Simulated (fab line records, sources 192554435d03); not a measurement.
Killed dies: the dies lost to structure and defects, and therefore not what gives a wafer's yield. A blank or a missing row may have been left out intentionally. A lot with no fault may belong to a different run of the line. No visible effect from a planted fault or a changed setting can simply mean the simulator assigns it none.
fab line records ; flow n5-finfet ; part 2 of 2: steps 23 to 31 of 31
record lots=5; wafers=15; last-day=17
route steps=1938 shown BEOL_M2@904 BEOL_M3@931
lots with no fault: from the same line, run without faults
start-h: hours from the record's opening day to when the first of the lot's shown wafers began ; wait-h: hours elapsed since this lot's preceding step ; " identical to the entry in the row above ; L1.1+2: several wafers, shown together as one row ; - no value, or no start given ; * or withheld: withheld ; < > ~ a bound
route shown NAME@n: NAME is a module with steps in the file, n the number in the route of the first one ; usual: average and standard deviation across the fault-free wafers ; same: alike in all rows ; chamber/n: place in a boat ; sites: each site's reading ; _std_site: standard deviation across them ; _edge_site: mean of outer sites minus mean of inner sites ; radius-mm: for every site, how far away it sits from the centre of the wafer ; mask NAME#n: copy n ; behind: the most recent tool/chamber to have shaped the wafer ; hold: cause of the lot's hold/its duration in hours/its outcome ; device: transistor that didn't switch, given as n, p or np ; end of line: at the end of the route, the tests of the same wafers ; for a step that has no rows: nothing shown but its recipe ; killed: dies lost to structure and defects at the first sort, not the wafer's yield ; map: a wafer's dies, marking killed ones x, the rest . and places with no die _
set.NAME: setting as actually run; set.NAME@STEP: the setting as run at that earlier step ; model.NAME: the simulator's own value behind a step, which no gauge read
lots at selected steps of the route; one table per step, one row per wafer
services: from which hour (start-h, from the record's first day; less than 0 if before it) a tool's chamber was out of use, for how many hours, and why
## steps
# step N5_BEOL_M2_CO_CAP_55
# recipe material=Co; target-thk-a=20; temp-c=200; precursor=CCTBA/H2; pressure-torr=30; time-s=102.1
# usual heater-power-w=236/25
lot.wafer;tool;chamber;start-h;wait-h;heater-power-w
L077.3;cvd-co-01;0;155.52;0.0;216
L077.4;cvd-co-01;1;155.52;0.0;264
L077.6;cvd-co-01;0;155.52;0.0;220
L080.2;cvd-co-02;0;175.34;0.0;273
L080.3;cvd-co-02;1;175.34;0.0;215
L080.5;cvd-co-02;1;175.34;0.0;216
L091.3;cvd-co-01;2;252.07;0.0;231
L091.4;cvd-co-01;1;252.07;0.0;268
L091.5;cvd-co-01;2;252.07;0.0;230
L094.2;cvd-co-01;0;263.71;0.0;216
L094.3;cvd-co-01;2;263.71;0.0;221
L094.5;cvd-co-01;2;263.71;0.0;230
L096.1;cvd-co-01;2;286.20;0.0;230
L096.2;cvd-co-01;1;286.20;0.0;271
L096.5;cvd-co-01;0;286.20;0.0;220
# step N5_BEOL_M2_PRE_CLEAN_56
# recipe gas=NH3; time-s=15; temp-c=withheld; rf-power-w=300
lot.wafer;tool;chamber;start-h;wait-h
L077.3+4+6;pecvd-02;2,1,0;155.61;0.1
L080.2+3+5;pecvd-03;2,1,0;175.43;0.1
L091.3+4+5;pecvd-03;1,2,0;252.16;0.1
L094.2+3+5;pecvd-01;0,2,0;263.80;0.1
L096.1+2+5;pecvd-03;2,0,1;286.30;0.1
# step N5_BEOL_M2_DEP_57
# recipe material=SiCN; target-thk-a=80; temp-c=withheld; precursor=3MS/NH3; pressure-torr=3; rf-w=202; time-s=14
# usual showerhead-plenum-p-Torr=3.661/0.013; throttle-valve-pct=9.2/0.57
lot.wafer;tool;chamber;start-h;wait-h;showerhead-plenum-p-Torr;throttle-valve-pct
L077.3;pecvd-02;2;155.64;0.0;3.642;9.0
L077.4;pecvd-02;1;155.64;0.0;3.669;9.9
L077.6;pecvd-02;0;155.64;0.0;3.651;9.4
L080.2;pecvd-03;2;175.46;0.0;3.642;8.7
L080.3;pecvd-03;1;175.46;0.0;3.672;9.0
L080.5;pecvd-03;0;175.46;0.0;3.672;8.7
L091.3;pecvd-03;1;252.18;0.0;3.663;9.0
L091.4;pecvd-03;2;252.18;0.0;3.640;7.9
L091.5;pecvd-03;0;252.18;0.0;3.674;8.6
L094.2;pecvd-01;0;263.82;0.0;3.671;8.8
L094.3;pecvd-01;2;263.82;0.0;3.663;9.3
L094.5;pecvd-01;0;263.82;0.0;3.679;9.1
L096.1;pecvd-03;2;286.32;0.0;3.651;7.8
L096.2;pecvd-03;0;286.32;0.0;3.685;8.8
L096.5;pecvd-03;1;286.32;0.0;3.672;9.0
# step N5_BEOL_M2_RS_MEAS_58
# recipe thk-meas-gauge=four-point-probe; reads=Co_of_BEOL_M2_CO_CAP_55+Cu_of_BEOL_M2_ECD_50+Co_of_BEOL_M2_CVD_47+TaN_of_BEOL_M2_ALD_84
# usual M2_RS=0.673/0.027
lot.wafer;tool;chamber;start-h;wait-h;M2_RS[ohm/sq]
L077.3;film-metro-01;-;155.71;0.1;0.653
L077.4;film-metro-01;-;155.71;0.1;0.674
L077.6;film-metro-01;-;155.71;0.1;0.656
L080.2;film-metro-01;-;175.53;0.1;0.677
L080.3;film-metro-01;-;175.53;0.1;0.667
L080.5;film-metro-01;-;175.53;0.1;0.652
L091.3;film-metro-02;-;252.25;0.1;0.691
L091.4;film-metro-02;-;252.25;0.1;0.700
L091.5;film-metro-02;-;252.25;0.1;0.685
L094.2;film-metro-01;-;263.89;0.1;0.650
L094.3;film-metro-01;-;263.89;0.1;0.692
L094.5;film-metro-01;-;263.89;0.1;0.647
L096.1;film-metro-01;-;286.40;0.1;0.672
L096.2;film-metro-01;-;286.40;0.1;0.686
L096.5;film-metro-01;-;286.40;0.1;0.644
# step N5_BEOL_M2_INSPECT_59
# recipe inspect-instrument=darkfield; mode=post-dep
# usual raw-defect-count=75/22
lot.wafer;tool;chamber;start-h;wait-h;raw-defect-count
L077.3;defect-inspect-02;-;155.73;0.0;69
L077.4;defect-inspect-02;-;155.73;0.0;72
L077.6;defect-inspect-02;-;155.73;0.0;72
L080.2;defect-inspect-02;-;175.55;0.0;49
L080.3;defect-inspect-02;-;175.55;0.0;49
L080.5;defect-inspect-02;-;175.55;0.0;45
L091.3;defect-inspect-02;-;252.28;0.0;57
L091.4;defect-inspect-02;-;252.28;0.0;60
L091.5;defect-inspect-02;-;252.28;0.0;87
L094.2;defect-inspect-02;-;263.92;0.0;77
L094.3;defect-inspect-02;-;263.92;0.0;59
L094.5;defect-inspect-02;-;263.92;0.0;89
L096.1;defect-inspect-02;-;286.43;0.0;43
L096.2;defect-inspect-02;-;286.43;0.0;59
L096.5;defect-inspect-02;-;286.43;0.0;79
# step N5_BEOL_M3_ILD_DEP_00
# recipe material=SiOC; target-thk-a=790; temp-c=350; precursor=DEMS/O2; pressure-torr=5; rf-w=500; time-s=15.3
# usual heater-power-w=451/41; showerhead-plenum-p-Torr=5.693/0.014; throttle-valve-pct=12.1/0.76
lot.wafer;tool;chamber;start-h;wait-h;heater-power-w;showerhead-plenum-p-Torr;throttle-valve-pct
L077.3;pecvd-04;0;155.77;0.0;426;5.690;12.6
L077.4;pecvd-04;1;155.77;0.0;494;5.701;12.4
L077.6;pecvd-04;2;155.77;0.0;454;5.694;10.9
L080.2;pecvd-04;2;175.59;0.0;438;5.697;10.9
L080.3;pecvd-04;1;175.59;0.0;473;5.676;12.6
L080.5;pecvd-04;1;175.59;0.0;473;5.690;12.4
L091.3;pecvd-02;2;252.31;0.0;397;5.682;12.0
L091.4;pecvd-02;0;252.31;0.0;464;5.683;12.7
L091.5;pecvd-02;2;252.31;0.0;408;5.682;11.8
L094.2;pecvd-04;2;263.95;0.0;442;5.711;11.3
L094.3;pecvd-04;0;263.95;0.0;375;5.708;12.7
L094.5;pecvd-04;2;263.95;0.0;443;5.693;11.0
L096.1;pecvd-04;1;286.47;0.0;480;5.676;12.8
L096.2;pecvd-04;2;286.47;0.0;425;5.707;11.3
L096.5;pecvd-04;0;286.47;0.0;415;5.703;12.9
# step N5_BEOL_M3_THK_MEAS_01
# recipe reads=SiOC_of_BEOL_M3_ILD_DEP_00
# usual M3_ILD_THK=79.1/0.9
lot.wafer;tool;chamber;start-h;wait-h;M3_ILD_THK[nm]
L077.3;film-metro-02;-;155.84;0.1;77.9
L077.4;film-metro-02;-;155.84;0.1;79.9
L077.6;film-metro-02;-;155.84;0.1;79.1
L080.2;film-metro-02;-;175.67;0.1;78.2
L080.3;film-metro-02;-;175.67;0.1;80.3
L080.5;film-metro-02;-;175.67;0.1;79.3
L091.3;film-metro-01;-;252.38;0.1;78.3
L091.4;film-metro-01;-;252.38;0.1;80.2
L091.5;film-metro-01;-;252.38;0.1;79.2
L094.2;film-metro-02;-;264.02;0.1;78.7
L094.3;film-metro-02;-;264.02;0.1;78.8
L094.5;film-metro-02;-;264.02;0.1;79.5
L096.1;film-metro-01;-;286.53;0.0;77.7
L096.2;film-metro-01;-;286.53;0.0;77.1
L096.5;film-metro-01;-;286.53;0.0;78.7
# step N5_BEOL_M3_PECVD_72
# recipe material=SiO2; target-thk-a=160; temp-c=400; precursor=TEOS/O2; pressure-torr=5.5; rf-w=450; teos-flow-sccm=53.8; gas=O2; flow-sccm=3000; time-s=18
# usual heater-power-w=676/53; showerhead-plenum-p-Torr=8.76/0.057; throttle-valve-pct=22.9/1.4
lot.wafer;tool;chamber;start-h;wait-h;heater-power-w;showerhead-plenum-p-Torr;throttle-valve-pct
L077.3;pecvd-03;0;155.87;0.0;631;8.82;21.2
L077.4;pecvd-03;0;155.87;0.0;644;8.85;21.6
L077.6;pecvd-03;1;155.87;0.0;656;8.77;22.0
L080.2;pecvd-03;1;175.71;0.0;643;8.78;22.3
L080.3;pecvd-03;2;175.71;0.0;769;8.69;21.7
L080.5;pecvd-03;1;175.71;0.0;661;8.78;22.1
L091.3;pecvd-04;1;252.42;0.0;664;8.76;23.7
L091.4;pecvd-04;2;252.42;0.0;599;8.80;20.8
L091.5;pecvd-04;0;252.42;0.0;583;8.79;23.9
L094.2;pecvd-04;2;264.06;0.0;638;8.78;20.8
L094.3;pecvd-04;0;264.06;0.0;590;8.84;24.0
L094.5;pecvd-04;2;264.06;0.0;629;8.79;20.5
L096.1;pecvd-02;0;286.57;0.0;690;8.69;23.7
L096.2;pecvd-02;1;286.57;0.0;677;8.84;25.0
L096.5;pecvd-02;1;286.57;0.0;692;8.79;24.6
# step N5_BEOL_M3_HM_DEP_02
# recipe material=TiN; target-thk-a=200; temp-c=25; chamber-pressure-pa=0.49996
# usual chamber-pressure-pa=0.5002/0.0011; throttle-valve-pct=30.0/0.96
lot.wafer;tool;chamber;start-h;wait-h;chamber-pressure-pa;throttle-valve-pct
L077.3;pvd-sputter-03;-;156.31;0.4;0.5003;31.8
L077.4;pvd-sputter-03;-;156.31;0.4;0.5001;30.1
L077.6;pvd-sputter-03;-;156.31;0.4;0.4993;29.3
L080.2;pvd-sputter-02;-;176.99;1.3;0.5013;28.8
L080.3;pvd-sputter-02;-;176.99;1.3;0.5004;29.1
L080.5;pvd-sputter-02;-;176.99;1.3;0.4994;29.3
L091.3;pvd-sputter-02;-;253.19;0.8;0.4989;29.0
L091.4;pvd-sputter-02;-;253.19;0.8;0.4994;29.1
L091.5;pvd-sputter-02;-;253.19;0.8;0.5003;30.1
L094.2;pvd-sputter-02;-;266.01;1.9;0.4999;29.3
L094.3;pvd-sputter-02;-;266.01;1.9;0.5013;29.9
L094.5;pvd-sputter-02;-;266.01;1.9;0.4997;29.4
L096.1;pvd-sputter-02;-;286.71;0.1;0.4982;29.9
L096.2;pvd-sputter-02;-;286.71;0.1;0.5006;28.9
L096.5;pvd-sputter-02;-;286.71;0.1;0.4993;28.9
## services
tool;chamber;start-h;hours;kind
pvd-sputter-03;-;131.77;0.5;repair
pecvd-04;-;133.72;14.6;pm
pvd-sputter-03;-;135.06;2.9;repair
ecd-cu-01;-;158.20;2.2;repair
pecvd-01;-;166.23;6.0;pm
pecvd-04;0;173.37;10.2;repair
pecvd-01;-;176.61;1.2;repair
ecd-cu-02;-;177.51;0.7;repair
pecvd-04;2;190.12;32.7;repair
pecvd-03;2;198.64;13.5;repair
cmp-02;-;202.10;0.9;repair
cmp-02;-;213.47;1.6;repair
cvd-co-02;1;213.85;10.7;repair
cmp-02;-;225.03;1.2;repair
cvd-co-02;-;230.19;6.9;pm
cvd-co-02;-;245.69;0.2;repair
pecvd-04;-;249.40;0.3;repair
cvd-co-02;0;253.16;4.1;repair
cmp-02;-;253.86;1.7;repair
ecd-cu-01;-;254.59;6.7;pm
cvd-co-02;-;259.70;28.1;pm
cmp-02;-;263.48;4.0;pm
pecvd-02;-;274.24;0.2;repair
pecvd-02;-;274.66;5.5;pm
